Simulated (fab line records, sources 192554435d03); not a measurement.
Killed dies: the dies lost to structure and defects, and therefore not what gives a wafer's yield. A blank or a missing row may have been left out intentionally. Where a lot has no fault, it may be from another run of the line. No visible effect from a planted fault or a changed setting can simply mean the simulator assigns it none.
Chamber matching + flow n5 finfet + N5_FIN_SAQP_STRIP_77 on rie diel-02 has 4 sister chambers
The step strips in N2/H2, time 90 s. 4 wafers are shown with their chamber, then 7 later ones without.

WAFERS PAIRED WITH THEIR CHAMBERS
| wafer  | chamber | showerhead plenum p Torr (Torr) |
|--------|---------|---------------------------------|
| L075.3 | 2       | 3.37                            |
| L077.5 | 0       | 3.61                            |
| L078.1 | 3       | 3.41                            |
| L078.3 | 1       | 3.37                            |

WAFERS WITHOUT THEIR CHAMBER
| wafer  | showerhead plenum p Torr (Torr) |
|--------|---------------------------------|
| L078.6 | 3.37                            |
| L085.2 | 3.36                            |
| L085.4 | 3.36                            |
| L085.5 | 3.40                            |
| L093.2 | 3.35                            |
| L093.4 | 3.60                            |
| L093.5 | 3.40                            |

CHAMBER TAKEN BY EACH
| wafer  | from the rows above          | in truth |
|--------|------------------------------|----------|
| L078.6 | can't be placed: 1 or 2      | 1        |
| L085.2 | can't be placed: 1 or 2      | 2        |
| L085.4 | can't be placed: 1 or 2      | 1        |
| L085.5 | can't be placed: 3 or 1 or 2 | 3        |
| L093.2 | can't be placed: 1 or 2      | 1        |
| L093.4 | 0                            | 0        |
| L093.5 | can't be placed: 3 or 1 or 2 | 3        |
Correctly placed: 1 of 7. Unplaceable from these rows: 6, with the true chamber sitting among the candidates in 6. Wrongly placed: 0.
How it was worked out, from the rows above alone: a wafer's distance from a chamber is the root of the sum, over the readings, of the square of ((its reading less the chamber's mean) divided by the reading's scatter). If the next closest chamber is less than 2 further off than the closest, the wafer can't be placed; otherwise it belongs to the closest. For every chamber, the mean is computed from those of its wafers that are shown. The scatter: with one shown wafer a chamber, the root of the mean of the squares of how far each hidden wafer lies from its nearest shown one.
